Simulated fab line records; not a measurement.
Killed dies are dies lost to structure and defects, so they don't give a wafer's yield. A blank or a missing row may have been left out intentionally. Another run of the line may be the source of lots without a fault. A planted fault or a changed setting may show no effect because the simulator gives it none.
Which tool was responsible?    flow n5-finfet    Sampling: 9 lots, 26 wafers, 6 of 1938 route steps

WHAT THE GAUGES SHOWED, per wafer
N5_SPACER0_INSPECT_04: inspects for defects (darkfield).
lot   measured     on                 raw-defect-count
L882  day 3 02:38  defect-inspect-02  97 146 84
L886  day 3 23:41  defect-inspect-02  128 129 154
L889  day 4 22:01  defect-inspect-01  150 139
L894  day 6 02:13  defect-inspect-02  164 154 105
L896  day 6 10:59  defect-inspect-01  179 143 186
L897  day 6 18:22  defect-inspect-01  127 131 104
L898  day 7 00:29  defect-inspect-01  164 136 123
L899  day 7 05:17  defect-inspect-01  166 192 148
L900  day 7 15:49  defect-inspect-01  145 175 132

N5_SD_EPI_P_EPI_MEAS_23.
lot   measured     on             thk-nm (nm)
L882  day 3 11:07  film-metro-01  61.2 60.1 61.6
L886  day 4 08:43  film-metro-01  61.9 61.8 60.4
L889  day 5 07:12  film-metro-01  61.3 59.2
L894  day 6 10:30  film-metro-01  61.0 60.1 60.8
L896  day 6 20:46  film-metro-02  60.8 57.8 58.7
L897  day 7 04:02  film-metro-01  1.3 0.9 0.5
L898  day 7 10:07  film-metro-02  1.3 1.9 2.1
L899  day 7 14:11  film-metro-02  61.1 62.1 60.2
L900  day 8 00:14  film-metro-02  62.2 62.6 60.5

N5_BEOL_M4_RC_MEAS_101.
lot   measured      on         DIBL_N (mV/V)   DIBL_P (mV/V)   IOFF_N (nA/um)  IOFF_P (nA/um)  ION_N (uA/um)  ION_P (uA/um)  SS_N (mV/dec)   SS_P (mV/dec)   VT_N (mV)    VT_P (mV)
L882  day 8 23:01   prober-02  35.5 38.1 38.1  34.9 37.4 38.4  0.14 0.18 0.19  0.22 0.26 0.28  681 683 691    465 468 471    71.0 71.8 71.3  73.4 73.6 73.9  248 248 245  -249 -246 -247
L886  day 9 14:35   prober-01  34.5 35.3 32.5  36.6 36.7 32.8  0.17 0.18 0.12  0.26 0.25 0.18  682 685 666    477 473 460    70.6 71.1 70.1  72.9 72.7 71.6  245 245 253  -245 -245 -249
L889  day 9 22:29   prober-01  34.2 36.1       34.3 35.9       0.13 0.17       0.19 0.21       670 683        454 465        71.1 72.0       73.6 73.6       251 249      -250 -251
L894  day 11 11:38  prober-01  35.9 36.5 36.0  35.8 36.3 35.3  0.15 0.14 0.14  0.22 0.21 0.21  681 679 677    470 469 469    71.1 71.9 71.3  73.0 73.3 73.0  249 252 253  -252 -250 -247
L896  day 11 20:20  prober-02  36.4 35.0 39.0  36.9 34.7 40.1  0.16 0.14 0.22  0.22 0.18 0.26  679 657 684    467 456 472    71.7 71.7 71.9  73.8 72.3 74.4  252 252 246  -250 -252 -248
L899  day 12 03:20  prober-01  36.2 34.1 34.0  35.9 33.0 33.6  0.15 0.11 0.11  0.17 0.14 0.15  675 664 664    463 456 462    70.9 71.0 70.4  73.1 72.5 71.6  249 254 254  -255 -258 -254
L900  day 12 16:13  prober-02  39.7 36.6 36.5  41.2 37.7 37.4  0.23 0.15 0.15  0.28 0.22 0.20  703 672 681    477 469 469    72.0 71.9 71.9  73.9 73.8 72.5  244 249 249  -247 -250 -250

EACH LOT AND THE TOOL THAT RAN IT (in order: tool; ch and the chambers of the sampled wafers; start)
lot   N5_SD_EPI_N_ETCHBACK_44            N5_SD_EPI_P_ETCHBACK_46            N5_SD_EPI_P_ETCH_47
L882  rie-diel-01 ch 0,3, day 3 03:32    rie-diel-02 ch 0,3, day 3 07:59    rie-diel-02 ch 0,3, day 3 08:05
L886  rie-diel-06 ch 0,2,3, day 4 00:28  rie-diel-02 ch 0,2, day 4 05:21    rie-diel-02 ch 0,2, day 4 05:27
L889  rie-diel-01 ch 1,3, day 4 22:58    rie-diel-04 ch 0,3, day 5 04:07    rie-diel-04 ch 0,3, day 5 04:13
L894  rie-diel-06 ch 0,1, day 6 03:04    rie-diel-04 ch 0,3, day 6 07:22    rie-diel-04 ch 0,3, day 6 07:28
L896  rie-diel-05 ch 0,1,2, day 6 12:34  rie-diel-04 ch 0,1,2, day 6 17:38  rie-diel-04 ch 0,1,2, day 6 17:44
L897  rie-diel-05 ch 1,2,3, day 6 20:23  rie-diel-04 ch 0,1,2, day 7 00:56  rie-diel-04 ch 0,1,2, day 7 01:02
L898  rie-diel-01 ch 0,1,3, day 7 02:05  rie-diel-04 ch 0,1,2, day 7 06:56  rie-diel-04 ch 0,1,2, day 7 07:02
L899  rie-diel-01 ch 0,3, day 7 06:40    rie-diel-04 ch 0,1,2, day 7 11:02  rie-diel-04 ch 0,1,2, day 7 11:08
L900  rie-diel-01 ch 0,2,3, day 7 16:36  rie-diel-02 ch 0,1,2, day 7 21:06  rie-diel-02 ch 0,1,2, day 7 21:12
- N5_SD_EPI_N_ETCHBACK_44: etches SiNx in CH3F/O2, stops on SiO2, target depth 14.5 nm.
- N5_SD_EPI_P_ETCHBACK_46: etches SiNx in CH3F/O2, stops on SiO2, target depth 17.5 nm.
- N5_SD_EPI_P_ETCH_47: etches SiOCN in CH3F/O2, target depth 25 nm.

WHAT THE TOOLS THEMSELVES READ (means of the sampled wafers that have a number; where no wafer has one, the mark that the record gives instead)
N5_SD_EPI_N_ETCHBACK_44.
lot   tool         CH3F_flow_sccm (sccm)  O2_flow_sccm (sccm)  drypump-motor-current-A (A)  oes-product-au (a.u.)  rf-vpp-V (V)  showerhead-plenum-p-Torr (Torr)  throttle-valve-pct (%)
L882  rie-diel-01  30.07                  20.07                5.5                          0.68                   297           2.06                             16.36
L886  rie-diel-06  30.01                  20.00                5.2                          0.68                   302           2.06                             16.35
L889  rie-diel-01  30.12                  19.99                5.8                          0.68                   298           2.06                             16.41
L894  rie-diel-06  30.06                  20.02                5.6                          0.63                   295           1.97                             16.45
L896  rie-diel-05  30.05                  19.94                5.8                          0.75                   300           1.97                             16.18
L897  rie-diel-05  30.01                  19.99                6.0                          0.71                   300           1.98                             16.38
L898  rie-diel-01  29.94                  20.01                5.7                          0.69                   295           2.04                             16.33
L899  rie-diel-01  30.03                  19.97                5.5                          0.69                   294           2.04                             16.26
L900  rie-diel-01  30.00                  20.01                5.3                          0.71                   300           2.04                             16.26

N5_SD_EPI_P_ETCHBACK_46.
lot   tool         CH3F_flow_sccm (sccm)  O2_flow_sccm (sccm)  drypump-motor-current-A (A)  oes-product-au (a.u.)  rf-vpp-V (V)  showerhead-plenum-p-Torr (Torr)  throttle-valve-pct (%)
L882  rie-diel-02  30.00                  19.99                5.3                          0.67                   302           1.96                             16.32
L886  rie-diel-02  29.95                  20.02                5.5                          0.64                   299           1.95                             16.32
L889  rie-diel-04  29.99                  20.04                6.2                          0.66                   298           1.92                             16.55
L894  rie-diel-04  30.02                  19.97                6.1                          0.63                   298           1.94                             16.60
L896  rie-diel-04  29.95                  19.98                6.0                          0.65                   295           1.98                             16.44
L897  rie-diel-04  -                      -                    -                            -                      -             -                                -
L898  rie-diel-04  -                      -                    -                            -                      -             -                                -
L899  rie-diel-04  30.02                  19.97                6.0                          0.65                   295           1.98                             16.45
L900  rie-diel-02  30.00                  19.92                5.3                          0.67                   295           1.93                             16.26

N5_SD_EPI_P_ETCH_47.
lot   tool         drypump-motor-current-A (A)  oes-product-au (a.u.)  rf-vpp-V (V)  showerhead-plenum-p-Torr (Torr)  throttle-valve-pct (%)
L882  rie-diel-02  5.3                          0.79                   130.4         1.96                             16.30
L886  rie-diel-02  5.5                          0.75                   128.5         1.95                             16.31
L889  rie-diel-04  6.2                          0.76                   128.6         1.93                             16.52
L894  rie-diel-04  6.1                          0.73                   127.8         1.94                             16.57
L896  rie-diel-04  6.0                          0.76                   126.5         1.98                             16.42
L897  rie-diel-04  6.0                          0.76                   127.6         1.98                             16.42
L898  rie-diel-04  6.0                          0.75                   126.7         1.98                             16.42
L899  rie-diel-04  6.0                          0.75                   126.6         1.98                             16.43
L900  rie-diel-02  5.3                          0.79                   126.8         1.93                             16.23

THE ANSWER, worked out from the rows above alone
Rule: what is usual is taken from the lots themselves. Put in order of their means at a reading, lots are off if they are a third of the lots or fewer, leave a main group of 4 or more, and stand apart from it by a gap of 3 or more times the standard deviation of the main group's means; of several such gaps the widest counts. The tables above print the reading to a certain number of digits; a main group whose means all agree to those digits is not used. Also off: a lot with no number at a reading for which 4 or more lots have one. All remaining lots with rows at the step are treated as sound. The gauges are gone through in route order, then the tools' own readings, and for those a lot's mean is taken as printed above. At the first step where some lot is off, the reading lying furthest off is the one used; lots without a number count as furthest.
Off: L897, L898 (N5_SD_EPI_P_EPI_MEAS_23, thk-nm). Main group: mean 60.7 nm, sd 0.81.
A tool fits if, at a process step before that reading, it ran every lot that is off, and no sound lot after the first of them. Not tried: the gauges at N5_SD_EPI_P_EPI_MEAS_23; whatever is off there is also off at N5_SD_EPI_P_ETCHBACK_46, on other tools, and gauge error can't account for it. No candidate that was tried fits.

WHAT THE SIMULATOR PUT IN
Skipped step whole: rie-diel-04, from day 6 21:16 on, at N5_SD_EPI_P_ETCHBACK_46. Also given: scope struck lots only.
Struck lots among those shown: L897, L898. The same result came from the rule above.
